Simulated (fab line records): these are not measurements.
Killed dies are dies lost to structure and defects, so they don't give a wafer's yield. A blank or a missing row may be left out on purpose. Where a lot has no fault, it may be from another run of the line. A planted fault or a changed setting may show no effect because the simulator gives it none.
fab line records | flow nand-harc
[record] lots = 6 wafers = 18 last-day = 24
route steps=1159 shown P_GATE@157 END@1159
lots untouched by any fault: they come from a run of this same line in which no faults occurred
start-h: hours from the record's first day to the start of the lot's first wafer shown | wait-h: hours elapsed since this lot's preceding step | " identical to the entry in the row above | L1.1+2: one row covering several wafers at once | - no value, or no start was given | * or withheld: withheld | < > ~ a bound
route shown NAME@n: NAME is a module with steps in the file, n the number in the route of the first one | usual: the fault-free wafers' mean and standard deviation | same: alike in all rows | chamber/n: place in a boat | sites: per-site readings | _std_site: standard deviation across them | _edge_site: outer sites' mean less inner sites' | radius-mm: how far each site lies from the wafer's centre | mask NAME#n: copy n | behind: the tool/chamber that last shaped the wafer | hold: what put the lot on hold/how long, in hours/how the hold closed | device: names the non-switching transistor (n, p or np) | end of line: tests run on the same wafers once the route is complete | a step without rows: its recipe alone | killed: dies that structure and defects cost at the first sort, which is not the same as the wafer's yield | map: a wafer's dies, marking killed ones x, the rest . and places with no die _
set.NAME: the setting the step ran with; set.NAME@STEP: the setting that earlier step ran with | model.NAME: the simulator's own value behind a step, which no gauge read
lots at selected steps of the route; one table per step, one row per wafer
services: when a tool's chamber went out of use (start-h, in hours from the record's first day, below 0 if earlier), for how many hours, and the reason
[[steps]]
[step NHARC_P_GATE_STRIP_101]
[recipe] time-s = 20 o2-flow-sccm = 500 ar-flow-sccm = 0 bias-w = 0 chemistry = O2
[usual] drypump-motor-current-A = 5.7/0.42 oes-product-au = 0.996/0.0093 rf-vpp-V = 58.0/0.99 showerhead-plenum-p-Torr = 3.55/0.15 throttle-valve-pct = 17.037/0.0085
// columns lot.wafer tool chamber start-h wait-h drypump-motor-current-A oes-product-au rf-hours-counter-h rf-vpp-V showerhead-plenum-p-Torr throttle-valve-pct
L154.4 rie-diel-01 0 106.40 0.1 6.0 1.002 45 58.9 3.29 17.019
L154.2 " 1 " " 5.7 0.999 47 56.3 3.57 17.047
L154.3 " 2 " " 5.6 0.987 42 58.7 3.52 17.043
L157.1 rie-diel-01 3 121.13 0.1 5.1 0.984 49 58.3 3.64 17.040
L157.5 " 3 " " 5.0 0.998 - 59.5 3.64 17.028
L157.6 " 0 " " 6.0 0.999 - 55.6 3.28 17.053
L160.1 rie-diel-07 2 136.87 0.1 5.5 0.998 15 55.9 3.44 17.033
L160.4 " 3 " " 6.8 1.000 13 59.9 3.71 17.029
L160.2 " 0 " " 5.7 0.988 15 56.7 3.36 17.046
L161.2 rie-diel-08 1 151.75 0.1 5.2 1.005 8 57.5 3.48 17.041
L161.1 " 0 " " 5.5 0.987 9 59.2 3.63 17.029
L161.5 " 2 " " 5.6 0.999 - 58.5 3.30 17.041
L171.1 rie-diel-01 3 200.40 0.1 5.1 0.999 20 57.7 3.62 17.022
L171.2 " 1 " " 5.7 1.016 19 58.7 3.56 17.023
L171.5 " 0 " " 6.0 0.982 - 58.5 3.80 17.025
L174.2 rie-diel-08 0 222.64 0.1 5.5 0.984 36 56.6 3.61 17.030
L174.3 " 3 " " 6.0 0.997 37 56.8 3.65 17.046
L174.5 " 0 " " 5.6 0.990 - 58.6 3.61 17.049
[step NHARC_P_GATE_PRECLEAN_97]
[recipe] time-s = 600 temp-c = 120 chemistry = SPM
[step NHARC_P_GATE_SRD_98]
[step NHARC_P_GATE_PRECLEAN_99]
[recipe] time-s = * temp-c = 50 bath-age-min = 0 chemistry = SC1
[step NHARC_P_GATE_SRD_100]
[step NHARC_P_GATE_DEHYDRATE_38]
[recipe] temp-c = 150 time-s = 120
[step NHARC_P_GATE_HMDS_39]
[recipe] time-s = 30
[step NHARC_P_GATE_COAT_40]
[recipe] spin-rpm = 3000
[step NHARC_P_GATE_SOFTBAKE_41]
[recipe] temp-c = 122 time-s = 95
[step NHARC_P_GATE_EBR_42]
[step NHARC_P_GATE_EXPOSE_43]
[recipe] na = 0.6 target-cd-nm = 720 dose-mj = 14.81 mask-id = P_NSD
[step NHARC_P_GATE_PEB_44]
[recipe] peb-temp-c = 118 peb-time-s = 85
[step NHARC_P_GATE_DEVELOP_45]
[recipe] time-s = 70
[usual] exhaust-pa = 45.0/0.88
// columns lot.wafer tool chamber start-h wait-h exhaust-pa
L154.2 litho-track-07 0 107 - 43.4
L154.3 " 0 " " 45.4
L154.4 " 0 " " 44.7
L157.1 litho-track-05 0 121 - 44.8
L157.5 " 0 " " 45.7
L157.6 " 0 " " 45.0
L160.1 litho-track-05 0 137 - 44.7
L160.2 " 0 " " 44.1
L160.4 " 0 " " 43.6
L161.1 litho-track-03 0 152 - 45.3
L161.2 " 0 " " 46.0
L161.5 " 0 " " 46.1
L171.1 litho-track-03 0 201 - 45.8
L171.2 " 0 " " 44.3
L171.5 " 0 " " 45.5
L174.2 litho-track-03 0 223 - 43.9
L174.3 " 0 " " 44.7
L174.5 " 0 " " 44.2
[step NHARC_P_GATE_HARDBAKE_47]
[recipe] temp-c = 125 time-s = 80
[step NHARC_P_GATE_DESCUM_48]
[recipe] time-s = 3 o2-flow-sccm = 200 ar-flow-sccm = 0 bias-power-w = 0 chemistry = O2
[usual] drypump-motor-current-A = 5.8/0.5 oes-product-au = 0.994/0.011 rf-vpp-V = 57.8/0.85 showerhead-plenum-p-Torr = 1.93/0.09 throttle-valve-pct = 11.313/0.0085
// columns lot.wafer tool chamber start-h wait-h drypump-motor-current-A oes-product-au rf-hours-counter-h rf-vpp-V showerhead-plenum-p-Torr throttle-valve-pct model.P_GATE.cd-nm
L154.3 rie-diel-07 2 107.49 - 5.5 1.020 8 57.8 1.86 11.318 721.3
L154.4 " 3 " " 6.8 0.999 8 57.7 2.02 11.308 719.3
L154.2 " 1 " " 5.4 0.981 9 58.5 2.04 11.312 719.9
L157.1 rie-diel-07 0 122.24 - 5.7 0.991 12 58.8 1.82 11.302 720.6
L157.5 " 2 " " 5.5 1.011 - 57.9 1.86 11.329 718.6
L157.6 " 3 " " 6.8 0.984 - 57.2 2.02 11.320 720.7
L160.2 rie-diel-07 3 137.95 - 6.8 0.991 13 56.4 2.02 11.332 721.7
L160.4 " 1 " " 5.4 0.969 16 57.5 2.04 11.296 721
L160.1 " 2 " " 5.5 1.004 15 58.8 1.86 11.317 719.6
L161.2 rie-diel-07 3 152.85 - 6.8 0.985 16 58.6 2.02 11.295 719
L161.1 " 2 " " 5.5 0.991 18 57.8 1.86 11.312 720.9
L161.5 " 0 " " 5.7 0.977 - 56.2 1.82 11.303 718.8
L171.2 rie-diel-07 0 201.48 - 5.7 0.989 29 57.7 1.81 11.315 122.2
L171.1 " 1 " " 5.4 0.975 29 59.4 2.04 11.304 720.5
L171.5 " 0 " " 5.7 0.974 - 56.6 1.81 11.308 120.8
L174.2 rie-diel-08 0 223.63 - 5.5 0.993 36 58.9 1.96 11.318 122.3
L174.3 " 1 " " 5.2 1.014 35 57.3 1.88 11.323 723.3
L174.5 " 3 " " 6.0 0.999 - 57.7 1.98 11.311 120.2
[step NHARC_P_GATE_IMPLANT_49]
[recipe] energy-kev = 30 dose-cm2 = 3e+15 tilt-deg = 7
[step NHARC_P_GATE_STRIP_111]
[recipe] power-w = 1500 temp-c = 110 time-s = 250 chemistry = N2/H2
[usual] drypump-motor-current-A = 5.4/0.41 heater-power-w = 101/7.9
// columns lot.wafer tool chamber start-h wait-h drypump-motor-current-A heater-power-w rf-hours-counter-h
L154.2 plasma-asher-02 1 108.06 0.4 5.2 112 30
L154.3 " 0 " " 6.1 103 -
L154.4 " 1 " " 5.3 112 -
L157.1 plasma-asher-01 0 122.59 0.2 5.3 101 2
L157.5 " 0 " " 5.3 102 -
L157.6 " 1 " " 5.1 91 -
L160.2 plasma-asher-02 0 138.32 0.2 6.1 103 44
L160.1 " 1 " " 5.2 110 44
L160.4 " 1 " " 5.2 109 -
L161.1 plasma-asher-01 0 153.67 0.2 5.3 103 12
L161.2 " 1 " " 5.1 87 12
L161.5 " 1 " " 5.1 91 -
L171.2 plasma-asher-02 1 201.86 0.2 5.2 114 5
L171.1 " 0 " " 6.1 99 5
L171.5 " 1 " " 5.3 114 -
L174.2 plasma-asher-01 1 224.02 0.2 5.1 90 38
L174.3 " 1 " " 5.1 88 -
L174.5 " 1 " " 5.1 92 -
[step NHARC_P_GATE_STRIP_75]
[recipe] power-w = 1500 temp-c = 250 chemistry = O2
[usual] drypump-motor-current-A = 5.5/0.41 heater-power-w = 378/30
// columns lot.wafer tool chamber start-h wait-h drypump-motor-current-A heater-power-w rf-hours-counter-h
L154.2 plasma-asher-02 1 108.32 0.2 5.2 406 30
L154.3 " 0 " " 6.1 397 -
L154.4 " 1 " " 5.2 413 -
L157.1 plasma-asher-01 0 122.89 0.2 5.3 390 2
L157.5 " 0 " " 5.3 381 -
L157.6 " 1 " " 5.1 329 -
L160.2 plasma-asher-02 0 138.62 0.3 6.2 373 44
L160.1 " 1 " " 5.2 418 44
L160.4 " 1 " " 5.2 413 -
L161.1 plasma-asher-01 0 153.97 0.3 5.4 391 12
L161.2 " 1 " " 5.1 334 12
L161.5 " 1 " " 5.1 328 -
L171.2 plasma-asher-02 1 202.16 0.3 5.2 437 5
L171.1 " 0 " " 6.2 361 5
L171.5 " 1 " " 5.2 428 -
L174.2 plasma-asher-01 1 224.29 0.2 5.1 336 38
L174.3 " 1 " " 5.1 332 -
L174.5 " 1 " " 5.1 333 -
[step NHARC_P_GATE_STRIP_50]
[recipe] time-s = 900 temp-c = 130 chemistry = SPM
[step NHARC_P_GATE_DEHYDRATE_51]
[recipe] temp-c = 150 time-s = 120
[step NHARC_P_GATE_HMDS_52]
[recipe] time-s = 30
[step NHARC_P_GATE_COAT_53]
[recipe] spin-rpm = 3000
[step NHARC_P_GATE_SOFTBAKE_54]
[recipe] temp-c = 122 time-s = 95
[step NHARC_P_GATE_EBR_55]
[step NHARC_P_GATE_EXPOSE_56]
[recipe] na = 0.6 target-cd-nm = 720 dose-mj = 14.81 mask-id = P_PSD
[step NHARC_P_GATE_PEB_57]
[recipe] peb-temp-c = 118 peb-time-s = 85
[step NHARC_P_GATE_DEVELOP_58]
[recipe] time-s = 70
[step NHARC_P_GATE_HARDBAKE_60]
[recipe] temp-c = 125 time-s = 80
[step NHARC_P_GATE_DESCUM_61]
[recipe] time-s = 3 o2-flow-sccm = 200 ar-flow-sccm = 0 bias-power-w = 0 chemistry = O2
[usual] drypump-motor-current-A = 5.7/0.43 oes-product-au = 0.997/0.011 rf-vpp-V = 57.9/0.9 showerhead-plenum-p-Torr = 1.93/0.085 throttle-valve-pct = 11.310/0.0079
// columns lot.wafer tool chamber start-h wait-h drypump-motor-current-A oes-product-au rf-hours-counter-h rf-vpp-V showerhead-plenum-p-Torr throttle-valve-pct
L154.2 rie-diel-08 0 109.40 - 5.6 0.984 58 57.7 1.98 11.330
L154.3 " 3 " " 6.0 1.009 58 57.6 2.00 11.317
L154.4 " 1 " " 5.2 1.002 - 58.1 1.89 11.309
L157.1 rie-diel-08 2 124.01 - 5.6 0.988 55 58.1 1.78 11.317
L157.6 " 3 " " 6.0 1.012 - 57.9 2.00 11.313
L157.5 " 0 " " 5.5 1.004 - 56.8 1.98 11.307
L160.4 rie-diel-07 0 139.73 - 5.7 0.978 15 56.0 1.82 11.320
L160.2 " 2 " " 5.5 0.997 15 56.8 1.86 11.332
L160.1 " 3 " " 6.8 0.991 13 58.7 2.02 11.307
L161.1 rie-diel-01 1 154.93 - 5.6 1.017 2 57.4 1.94 11.316
L161.2 " 0 " " 6.1 1.004 2 58.7 2.08 11.319
L161.5 " 1 " " 5.6 1.008 - 57.6 1.93 11.322
L171.1 rie-diel-07 2 203.14 - 5.5 0.997 28 57.9 1.86 11.305
L171.2 " 0 " " 5.7 0.986 30 58.4 1.81 11.302
L171.5 " 2 " " 5.5 1.004 - 58.6 1.86 11.316
L174.2 rie-diel-07 1 225.23 - 5.4 0.982 32 56.7 2.04 11.318
L174.3 " 2 " " 5.5 1.012 31 57.3 1.86 11.318
L174.5 " 2 " " 5.5 1.008 - 57.7 1.86 11.318
[step NHARC_P_GATE_IMPLANT_62]
[recipe] energy-kev = 20 dose-cm2 = 3e+15 tilt-deg = 7
[step NHARC_P_GATE_STRIP_112]
[recipe] power-w = 1500 temp-c = 110 time-s = 200 chemistry = N2/H2
[usual] drypump-motor-current-A = 5.5/0.42 heater-power-w = 101/7.9
// columns lot.wafer tool chamber start-h wait-h drypump-motor-current-A heater-power-w rf-hours-counter-h
L154.2 plasma-asher-02 0 110.16 0.5 6.1 104 32
L154.4 " 0 " " 6.1 102 -
L154.3 " 1 " " 5.2 113 -
L157.1 plasma-asher-01 1 124.39 0.2 5.1 91 3
L157.5 " 0 " " 5.3 101 -
L157.6 " 1 " " 5.1 88 -
L160.1 plasma-asher-02 0 140.10 0.2 6.1 100 45
L160.2 " 1 " " 5.3 111 45
L160.4 " 0 " " 6.1 103 -
L161.2 plasma-asher-02 0 155.30 0.2 6.2 101 49
L161.1 " 1 " " 5.2 114 49
L161.5 " 0 " " 6.2 104 -
L171.2 plasma-asher-01 0 203.49 0.2 5.3 102 31
L171.1 " 1 " " 5.1 90 31
L171.5 " 1 " " 5.1 89 -
L174.2 plasma-asher-01 0 225.60 0.2 5.3 101 38
L174.3 " 0 " " 5.3 102 -
L174.5 " 0 " " 5.4 101 -
[step NHARC_P_GATE_STRIP_76]
[recipe] power-w = 1500 temp-c = 250 chemistry = O2
[step NHARC_P_GATE_STRIP_63]
[recipe] time-s = 900 temp-c = 130 chemistry = SPM
[step NHARC_P_GATE_DEHYDRATE_83]
[recipe] temp-c = 150 time-s = 120
[step NHARC_P_GATE_HMDS_84]
[recipe] time-s = 30
[step NHARC_P_GATE_COAT_85]
[recipe] spin-rpm = 3000
[step NHARC_P_GATE_SOFTBAKE_86]
[recipe] temp-c = 122 time-s = 95
[step NHARC_P_GATE_EBR_87]
[step NHARC_P_GATE_EXPOSE_88]
[recipe] na = 0.6 target-cd-nm = 2000 dose-mj = 11.87 mask-id = P_HVN
[step NHARC_P_GATE_PEB_89]
[recipe] peb-temp-c = 118 peb-time-s = 85
[step NHARC_P_GATE_DESCUM_93]
[recipe] time-s = 3 o2-flow-sccm = 200 ar-flow-sccm = 0 bias-power-w = 0 chemistry = O2
[usual] drypump-motor-current-A = 5.7/0.45 oes-product-au = 0.994/0.011 rf-vpp-V = 57.8/0.95 showerhead-plenum-p-Torr = 1.93/0.088 throttle-valve-pct = 11.312/0.0091
// columns lot.wafer tool chamber start-h wait-h drypump-motor-current-A oes-product-au rf-hours-counter-h rf-vpp-V showerhead-plenum-p-Torr throttle-valve-pct model.P_GATE.cd-nm
L154.3 rie-diel-01 1 111.50 - 5.6 1.010 49 58.5 1.94 11.325 2002
L154.4 " 3 " " 5.0 0.991 48 58.4 1.98 11.314 2005
L154.2 " 0 " " 6.0 0.999 47 56.6 1.77 11.308 2003
L157.1 rie-diel-07 0 125.73 - 5.7 0.990 13 57.5 1.82 11.305 2003
L157.5 " 2 " " 5.5 0.995 - 58.0 1.86 11.330 1999
L157.6 " 0 " " 5.7 0.991 - 56.0 1.82 11.317 1998
L160.2 rie-diel-07 0 141.35 - 5.8 0.983 15 57.0 1.82 11.329 2000
L160.4 " 1 " " 5.4 0.985 16 58.0 2.04 11.311 2001
L160.1 " 2 " " 5.5 0.992 15 58.8 1.86 11.313 2001
L161.1 rie-diel-07 0 156.63 - 5.7 0.977 19 56.9 1.82 11.295 1999
L161.2 " 2 " " 5.5 1.001 18 58.2 1.86 11.319 2000
L161.5 " 3 " " 6.8 0.989 - 57.5 2.02 11.313 1999
L171.2 rie-diel-08 2 204.73 - 5.6 1.006 28 57.9 1.77 11.305 122.2
L171.1 " 3 " " 6.0 0.985 32 59.3 1.99 11.297 2000
L171.5 " 0 " " 5.5 0.990 - 58.0 1.96 11.302 120.8
L174.3 rie-diel-07 2 226.97 - 5.5 1.002 31 55.4 1.86 11.303 2001
L174.2 " 0 " " 5.7 0.978 32 57.0 1.81 11.313 122.3
L174.5 " 2 " " 5.5 1.001 - 56.7 1.86 11.312 120.2
[step NHARC_END_SORT_01]
[recipe] temp-c = 25
[usual] killed-at-array = 28/11 killed-at-other = 0.6/0.85 killed-at-periphery = 2.8/2.3 killed-dies = 31/11 killed-open = 3.1/1.6 killed-short = 2.0/1.4
[same] gross-dies = 677
// columns lot.wafer tool chamber start-h wait-h killed-at-array killed-at-other killed-at-periphery killed-dies killed-open killed-short
L161.1 prober-01 0 474.20 2.5 16 0 2 18 3 6
L161.2 prober-01 0 475.00 2.8 22 0 1 23 4 3
L171.2 prober-02 0 552.33 2.8 13 0 664 677 4 1
L171.5 prober-02 0 554.72 3.7 8 1 668 677 2 2
L174.2 prober-02 0 567.94 2.8 16 0 661 677 6 1
L174.5 prober-02 0 570.34 3.7 18 0 659 677 5 0
// killed by level:class
L161.1 A_STAIRCASE:chamber-film-flake=6 A_CHANNEL_FILL_D1:geometric-particle:short=2 A_CONTACT:chamber-film-flake=2 P_GATE:geometric-particle:open=1 P_M0:geometric-particle:short=1 A_ONON_D1:geometric-particle:open=1 A_SGD_CUT:geometric-particle:short=1 A_WL_FILL:geometric-particle:short=1
L161.2 A_STAIRCASE:chamber-film-flake=5 A_CHANNEL_FILL_D1:chamber-film-flake=5 A_CONTACT:chamber-film-flake=5 A_CHANNEL_FILL_D1:geometric-particle:short=2 A_CONTACT:geometric-particle:open=2 A_CHANNEL_FILL_D1:geometric-particle:open=1 A_SGD_CUT:geometric-particle:short=1 A_M1:geometric-particle:open=1
L171.2 P_GATE:area-develop=659 A_CHANNEL_HOLE_D1:chamber-film-flake=8 P_STI:chamber-film-flake=2 P_STI:geometric-particle:short=1 P_M0:geometric-particle:open=1 A_CONTACT:geometric-particle:open=1 A_BLC:geometric-particle:open=1 A_M0:geometric-particle:open=1
L171.5 P_GATE:area-develop=666 A_CHANNEL_HOLE_D1:chamber-film-flake=4 P_M0:geometric-particle:short=1 A_ONON_D1:geometric-particle:open=1 A_CONTACT:geometric-particle:open=1 STARTING-WAFER:geometric-particle:short=1 P_STI:chamber-film-flake=1 A_ZERO_WELL:chamber-film-flake=1
L174.2 P_GATE:area-develop=658 A_CHANNEL_HOLE_D1:chamber-film-flake=7 A_SGD_CUT:chamber-film-flake=3 P_CONTACT:geometric-particle:open=2 A_CONTACT:chamber-film-flake=2 P_STI:geometric-particle:open=1 A_SOURCE_PLATE:geometric-particle:open=1 A_CHANNEL_FILL_D1:geometric-particle:open=1
L174.5 P_GATE:area-develop=656 A_CHANNEL_HOLE_D1:chamber-film-flake=7 A_CONTACT:chamber-film-flake=3 A_SGD_CUT:chamber-film-flake=2 A_M1:chamber-film-flake=2 P_CONTACT:geometric-particle:open=1 P_M0:geometric-particle:open=1 A_ONON_D1:geometric-particle:open=1
// map L171.2 (x killed, . not)
____________x____________
_________xxxxxxx_________
_______xxxxxxxxxxx_______
______xxxxxxxxxxxxx______
_____xxxxxxxxxxxxxxx_____
____xxxxxxxxxxxxxxxxx____
____xxxxxxxxxxxxxxxxx____
___xxxxxxxxxxxxxxxxxxx___
___xxxxxxxxxxxxxxxxxxx___
__xxxxxxxxxxxxxxxxxxxxx__
__xxxxxxxxxxxxxxxxxxxxx__
_xxxxxxxxxxxxxxxxxxxxxxx_
_xxxxxxxxxxxxxxxxxxxxxxx_
_xxxxxxxxxxxxxxxxxxxxxxx_
_xxxxxxxxxxxxxxxxxxxxxxx_
_xxxxxxxxxxxxxxxxxxxxxxx_
xxxxxxxxxxxxxxxxxxxxxxxxx
xxxxxxxxxxxxxxxxxxxxxxxxx
xxxxxxxxxxxxxxxxxxxxxxxxx
xxxxxxxxxxxxxxxxxxxxxxxxx
xxxxxxxxxxxxxxxxxxxxxxxxx
_xxxxxxxxxxxxxxxxxxxxxxx_
_xxxxxxxxxxxxxxxxxxxxxxx_
_xxxxxxxxxxxxxxxxxxxxxxx_
_xxxxxxxxxxxxxxxxxxxxxxx_
_xxxxxxxxxxxxxxxxxxxxxxx_
__xxxxxxxxxxxxxxxxxxxxx__
__xxxxxxxxxxxxxxxxxxxxx__
___xxxxxxxxxxxxxxxxxxx___
___xxxxxxxxxxxxxxxxxxx___
____xxxxxxxxxxxxxxxxx____
____xxxxxxxxxxxxxxxxx____
_____xxxxxxxxxxxxxxx_____
______xxxxxxxxxxxxx______
_______xxxxxxxxxxx_______
_________xxxxxxx_________
____________x____________
// map L174.2 (x killed, . not)
____________x____________
_________xxxxxxx_________
_______xxxxxxxxxxx_______
______xxxxxxxxxxxxx______
_____xxxxxxxxxxxxxxx_____
____xxxxxxxxxxxxxxxxx____
____xxxxxxxxxxxxxxxxx____
___xxxxxxxxxxxxxxxxxxx___
___xxxxxxxxxxxxxxxxxxx___
__xxxxxxxxxxxxxxxxxxxxx__
__xxxxxxxxxxxxxxxxxxxxx__
_xxxxxxxxxxxxxxxxxxxxxxx_
_xxxxxxxxxxxxxxxxxxxxxxx_
_xxxxxxxxxxxxxxxxxxxxxxx_
_xxxxxxxxxxxxxxxxxxxxxxx_
_xxxxxxxxxxxxxxxxxxxxxxx_
xxxxxxxxxxxxxxxxxxxxxxxxx
xxxxxxxxxxxxxxxxxxxxxxxxx
xxxxxxxxxxxxxxxxxxxxxxxxx
xxxxxxxxxxxxxxxxxxxxxxxxx
xxxxxxxxxxxxxxxxxxxxxxxxx
_xxxxxxxxxxxxxxxxxxxxxxx_
_xxxxxxxxxxxxxxxxxxxxxxx_
_xxxxxxxxxxxxxxxxxxxxxxx_
_xxxxxxxxxxxxxxxxxxxxxxx_
_xxxxxxxxxxxxxxxxxxxxxxx_
__xxxxxxxxxxxxxxxxxxxxx__
__xxxxxxxxxxxxxxxxxxxxx__
___xxxxxxxxxxxxxxxxxxx___
___xxxxxxxxxxxxxxxxxxx___
____xxxxxxxxxxxxxxxxx____
____xxxxxxxxxxxxxxxxx____
_____xxxxxxxxxxxxxxx_____
______xxxxxxxxxxxxx______
_______xxxxxxxxxxx_______
_________xxxxxxx_________
____________x____________
[[services]]
// columns tool chamber start-h hours kind
rie-diel-07 0 84.70 - clean
rie-diel-07 1 84.70 - clean
rie-diel-07 2 84.70 - clean
rie-diel-07 3 84.70 - clean
plasma-asher-02 - 85.31 1.9 repair
plasma-asher-01 - 106.08 9.0 pm
rie-diel-08 2 107.24 12.5 repair
rie-diel-07 0 109.35 - clean
rie-diel-07 1 109.35 - clean
rie-diel-07 2 109.35 - clean
rie-diel-07 3 109.35 - clean
rie-diel-07 3 123.18 6.4 repair
rie-diel-08 - 124.80 9.0 pm
rie-diel-01 2 129.59 5.5 repair
rie-diel-07 0 133.85 - clean
rie-diel-07 1 133.85 - clean
rie-diel-01 - 138.37 9.0 pm
rie-diel-01 0 161.94 4.9 repair
rie-diel-08 2 164.66 7.4 repair
plasma-asher-02 - 183.27 9.0 pm
litho-track-07 - 189.00 7.0 pm
rie-diel-01 - 205.01 0.6 repair
litho-track-03 - 213.00 7.0 pm
rie-diel-01 3 213.66 4.4 repair
[[key]]
[first-sign] step = NHARC_END_SORT_01 reading = killed-at-periphery direction = up sigmas = 99+ usual = 2.8 struck = 663
[effect] step = NHARC_END_SORT_01 reading = killed-dies direction = up sigmas = 56 usual = 31 struck = 677
[model-effect] step = NHARC_P_GATE_DESCUM_48 value = P_GATE.cd-nm without = 721.6 struck = 121.4
[model-effect] step = NHARC_P_GATE_DESCUM_93 value = P_GATE.cd-nm without = 2002 struck = 121.4
[more-kills-born-at] NHARC_P_GATE_DEVELOP_45@litho-track-03 = 2639
met-at NHARC_P_GATE_DEVELOP_45
struck-wafers L171.2,L171.5,L174.2,L174.5
later-rows-left-out L171.2,L171.5,L174.2,L174.5
tester-left-out L171,L174
onset-between 152 201
[fault] kind = process-parameter-drift tool = litho-track-03 chamber = - onset-h = 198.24 steps = NHARC_P_GATE_DEVELOP_45 channel = time-s offset = * shape = step end-h = 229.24 scope = struck-wafers-only acts-in = * stated = *
// tester-left-out: of these lots the tester's yield and bins aren't shown, on N5 and GAA mostly nor the transistor test; their killed dies are dies lost to structure and defects alone, not to doping, threshold or leakage, so they don't give the yield
// later-rows-left-out: the simulator's readings of these wafers behind a module that went badly wrong aren't trusted and aren't shown, but for the sort
